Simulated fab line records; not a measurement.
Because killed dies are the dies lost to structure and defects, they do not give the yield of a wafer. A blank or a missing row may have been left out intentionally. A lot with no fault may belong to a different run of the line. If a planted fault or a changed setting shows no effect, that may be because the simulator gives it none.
2 desks, one fault :: flow n5Finfet :: only its own numbers are on each desk; what lay behind them is given at the end

== THE TOOL OWNER'S DESK: rieDiel-05 ==
The tool's own readings at N5_BEOL_M5_VIA_ETCH_34 (etches SiCOH lowk in C4F6/O2, target depth 88.3 nm, time 39.2 s): means of the sampled wafers that have a number, for each lot that ran on this tool. The brackets show how far a lot's mean lies from the usual mean; more than 4 standard deviations puts the lot out of limits, marked OUT.
Columns: A = drypumpMotorCurrentA at N5_BEOL_M5_VIA_ETCH_34, usual 6.1 A; B = oesProductAu at N5_BEOL_M5_VIA_ETCH_34, usual 0.76 a.u.; C = rfVppV at N5_BEOL_M5_VIA_ETCH_34, usual 669 V; D = showerheadPlenumPTorr at N5_BEOL_M5_VIA_ETCH_34, usual 2.83 Torr; E = throttleValvePct at N5_BEOL_M5_VIA_ETCH_34, usual 20.91 %
lot: L863
first seen here: day 9 09:10
A: 6.1
B: 0.77
C: 665
D: 2.81
E: 20.80

lot: L865
first seen here: day 9 13:14
A: 5.9
B: 0.85
C: 673
D: 2.83
E: 20.63

lot: L867
first seen here: day 11 07:40
A: 5.9
B: 0.81
C: 672
D: 2.83
E: 20.66

lot: L872
first seen here: day 11 10:21
A: 6.1
B: 0.68
C: 664
D: 2.75
E: 21.12

lot: L878
first seen here: day 13 09:03
A: 5.5
B: 0.59
C: 666
D: 2.75
E: 21.17
This desk found nothing out of limits on any of the 5 lots.

== THE METROLOGY DESK ==
What the gauges read for every lot (on any tool): the sampled wafers with a number, averaged. The brackets show how far a lot's mean lies from the usual mean; more than 4 standard deviations puts the lot out of limits, marked OUT. Only the readings that lie furthest out on some lot appear, 7 of the 11 it has.
Columns: A = DIBL_P at N5_BEOL_M4_RC_MEAS_101, usual 36.5 mV/V; B = IOFF_P at N5_BEOL_M4_RC_MEAS_101, usual 0.22 nA/um; C = ION_N at N5_BEOL_M4_RC_MEAS_101, usual 675 uA/um; D = ION_P at N5_BEOL_M4_RC_MEAS_101, usual 463 uA/um; E = SS_P at N5_BEOL_M4_RC_MEAS_101, usual 73.4 mV/dec; F = VT_N at N5_BEOL_M4_RC_MEAS_101, usual 249 mV; G = VT_P at N5_BEOL_M4_RC_MEAS_101, usual -250 mV
lot: L862
first seen here: day 8 19:52
A: 35.9
B: 0.22
C: 685
D: 465
E: 73.0
F: 246
G: -246

lot: L863
first seen here: day 9 03:04
A: 37.5
B: 0.25
C: 678
D: 466
E: 73.4
F: 246
G: -247

lot: L864
first seen here: day 9 03:22
A: 35.0
B: 0.19
C: 666
D: 454
E: 73.3
F: 252
G: -251

lot: L865
first seen here: day 9 05:13
A: 32.7
B: 0.15
C: 654
D: 450
E: 72.2
F: 255
G: -256

lot: L870
first seen here: day 10 14:47
A: 35.5
B: 0.22
C: 667
D: 460
E: 73.2
F: 250
G: -249

lot: L867
first seen here: day 10 21:26
A: 35.3
B: 0.19
C: 659
D: 455
E: 73.6
F: 251
G: -252

lot: L872
first seen here: day 11 05:40
A: 35.9
B: 0.21
C: 674
D: 464
E: 73.2
F: 250
G: -249

lot: L873
first seen here: day 11 22:47
A: 36.4
B: 0.23
C: 674
D: 465
E: 72.7
F: 248
G: -249

lot: L878
first seen here: day 13 04:44
A: 35.1
B: 0.17
C: 672
D: 457
E: 73.2
F: 253
G: -255

lot: L883
first seen here: day 15 01:47
A: 37.9
B: 0.25
C: 688
D: 469
E: 73.9
F: 245
G: -248
This desk found nothing out of limits on any of the 10 lots.

== BROUGHT TOGETHER ==
The desk of the tool owner found nothing out of limits.
The metrology desk saw nothing out of limits.

== WHAT THE SIMULATOR HAD INSERTED ==
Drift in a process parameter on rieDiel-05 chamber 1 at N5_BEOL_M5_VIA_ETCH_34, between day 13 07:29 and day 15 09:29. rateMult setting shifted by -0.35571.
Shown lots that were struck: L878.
